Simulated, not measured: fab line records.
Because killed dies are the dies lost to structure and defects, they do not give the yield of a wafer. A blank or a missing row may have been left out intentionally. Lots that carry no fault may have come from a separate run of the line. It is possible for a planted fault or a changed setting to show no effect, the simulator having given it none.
Which tool is to blame?	flow nand_harc	39 wafers from 13 lots sampled at 5 of the route's 1302 steps

== WHAT THE GAUGES READ, wafer by wafer ==
NHARC_THIN_TSV_CD_MEAS_33: the cd target is 5000 nm.
lot	measured	on	cd_nm (nm)
L195	day 24 05:22	cd_sem-03	5003.5 5001.4 5006.0
L196	day 24 06:19	cd_sem-03	5005.5 5004.6 5004.9
L197	day 24 23:13	cd_sem-02	4999.3 4999.4 5000.8
L199	day 25 06:44	cd_sem-03	5002.1 5002.7 5000.5
L198	day 25 05:05	cd_sem-03	5002.6 5000.8 5004.7
L200	day 25 20:57	cd_sem-02	5002.0 5005.2 5000.2
L201	day 26 14:38	cd_sem-03	5004.3 5002.5 5001.5
L202	day 27 06:04	cd_sem-01	5000.0 4997.9 4995.2
L203	day 27 04:55	cd_sem-03	4995.9 4998.6 5000.6
L204	day 27 18:52	cd_sem-03	5000.7 4999.2 5000.2
L205	day 28 02:34	cd_sem-01	5005.1 5002.3 5006.8
L216	day 33 00:43	cd_sem-01	4998.0 5002.8 5000.1
L217	day 33 02:11	cd_sem-01	5000.3 5001.2 5001.0

NHARC_END_SORT_01.
lot	measured	on	killed_at_array	killed_at_other	killed_at_periphery	killed_dies	killed_open	killed_short
L205	day 28 12:23	prober-02	119 84 70	1 2 2	6 7 6	126 93 78	6 4 4	3 1 5

== EACH LOT AND THE TOOL THAT RAN IT (in order: tool; ch and the chambers of the sampled wafers; start) ==
lot	NHARC_A_CHANNEL_FILL_D1_PRECLEAN_30	NHARC_THIN_TSV_DEP_43	NHARC_THIN_TSV_DESCUM_35
L195	wet_bench-02 ch 0,5,6, day 10 18:59	pecvd-01 ch 0,1,2, day 23 22:31	rie_diel-03 ch 0,1, day 24 05:31
L196	wet_bench-07 ch 0,1,7, day 10 18:59	pecvd-02 ch 1,2, day 23 23:37	rie_diel-08 ch 0,1,2, day 24 06:28
L197	wet_bench-01 ch 2,4,6, day 11 15:59	pecvd-01 ch 0,1,2, day 24 16:20	rie_diel-08 ch 0,1,3, day 24 23:23
L199	wet_bench-07 ch 1,2,5, day 12 05:52	pecvd-02 ch 0,1, day 24 23:06	rie_diel-01 ch 2,3, day 25 06:54
L198	wet_bench-07 ch 3,6,7, day 12 12:11	pecvd-01 ch 1,2, day 24 21:52	rie_diel-08 ch 1,3, day 25 05:17
L200	wet_bench-01 ch 2,3,4, day 13 02:11	pecvd-03 ch 0,2, day 25 14:13	rie_diel-03 ch 0,2,3, day 25 21:06
L201	wet_bench-07 ch 4,5,6, day 13 02:11	pecvd-01 ch 0,1,2, day 26 07:50	rie_diel-08 ch 0,1,2, day 26 14:49
L202	wet_bench-02 ch 0,4,7, day 13 15:02	pecvd-02 ch 0,1,2, day 26 23:17	rie_diel-03 ch 0,2,3, day 27 06:14
L203	wet_bench-01 ch 4,5,6, day 13 22:17	pecvd-02 ch 0,1,2, day 26 22:13	rie_diel-01 ch 0,1, day 27 05:04
L204	wet_bench-01 ch 0,1,3, day 14 05:58	pecvd-03 ch 0,1,2, day 27 12:05	rie_diel-01 ch 2,3, day 27 19:02
L205	wet_bench-01 ch 0,2,4, day 14 23:34	pecvd-03 ch 0,1,2, day 27 19:53	rie_diel-08 ch 2,3, day 28 02:44
L216	wet_bench-02 ch 2,4,6, day 19 17:35	pecvd-03 ch 0,1,2, day 32 18:03	rie_diel-03 ch 0,3, day 33 00:53
L217	wet_bench-07 ch 1,2,6, day 19 17:39	pecvd-02 ch 0,1,2, day 32 19:09	rie_diel-08 ch 2,3, day 33 02:20
- NHARC_A_CHANNEL_FILL_D1_PRECLEAN_30: cleans in dHF, time 30 s.
- NHARC_THIN_TSV_DEP_43: deposits SiO2, target thk 1328.5 nm.
- NHARC_THIN_TSV_DESCUM_35: chemistry O2, time 3 s.

== AS READ BY THE TOOLS THEMSELVES (means over the sampled wafers that have a number; for cases with no such wafer, the mark the record gives instead) ==
NHARC_THIN_TSV_DEP_43.
lot	tool	throttle_valve_pct (%)
L195	pecvd-01	15.9
L196	pecvd-02	15.3
L197	pecvd-01	16.2
L199	pecvd-02	15.9
L198	pecvd-01	15.9
L200	pecvd-03	15.9
L201	pecvd-01	16.4
L202	pecvd-02	15.8
L203	pecvd-02	15.9
L204	pecvd-03	15.7
L205	pecvd-03	15.7
L216	pecvd-03	15.6
L217	pecvd-02	16.2

NHARC_THIN_TSV_DESCUM_35.
lot	tool	drypump_motor_current_A (A)	mfc_ar_sccm (sccm)	o2_flow_sccm (sccm)	oes_product_au (a.u.)	rf_vpp_V (V)	showerhead_plenum_p_Torr (Torr)	throttle_valve_pct (%)
L195	rie_diel-03	5.3	0.008	199.6	0.998	57.8	1.90	11.314
L196	rie_diel-08	5.8	0.003	200.1	1.001	57.5	1.83	11.318
L197	rie_diel-08	6.0	0.001	199.5	1.004	57.8	1.79	11.316
L199	rie_diel-01	6.2	0.000	199.7	1.013	58.1	1.93	11.304
L198	rie_diel-08	6.0	0.000	200.0	1.003	57.3	1.79	11.315
L200	rie_diel-03	5.5	0.007	200.5	0.993	58.2	2.00	11.308
L201	rie_diel-08	5.8	0.003	199.5	1.005	57.9	1.82	11.308
L202	rie_diel-03	5.5	0.007	200.1	1.007	58.6	2.00	11.310
L203	rie_diel-01	5.9	0.006	200.1	1.008	58.2	1.99	11.310
L204	rie_diel-01	6.2	0.000	199.7	1.016	58.0	1.93	11.308
L205	rie_diel-08	5.7	0.002	200.3	1.001	57.5	1.83	11.320
L216	rie_diel-03	5.7	0.013	200.4	0.998	58.2	1.98	11.309
L217	rie_diel-08	5.6	0.004	200.0	0.996	56.6	1.87	11.314

== THE ANSWER, worked out from the rows above alone ==
Rule: the lots themselves supply what counts as usual. The widest of any qualifying gaps counts: lots, ordered by their means at a reading, are off when they make up no more than a third of the lots, leave a main group of 4 or more, and stand apart from it by 3 or more times the standard deviation of that group's means. If all means in a main group match to the digits the tables above print for the reading, that group is not used. Also off: a lot with no number at a reading for which 4 or more lots have one. Any other lot the step has rows for is counted as sound. The gauges are gone through in route order, then the tools' own readings, and for those a lot's mean is taken as printed above. The first step at which some lot is off is used, and at that step the reading that is off furthest; a lot without a number counts as furthest.
No lot is off at any reading shown: from this, nothing can be told.

== WHAT WAS PUT IN BY THE SIMULATOR ==
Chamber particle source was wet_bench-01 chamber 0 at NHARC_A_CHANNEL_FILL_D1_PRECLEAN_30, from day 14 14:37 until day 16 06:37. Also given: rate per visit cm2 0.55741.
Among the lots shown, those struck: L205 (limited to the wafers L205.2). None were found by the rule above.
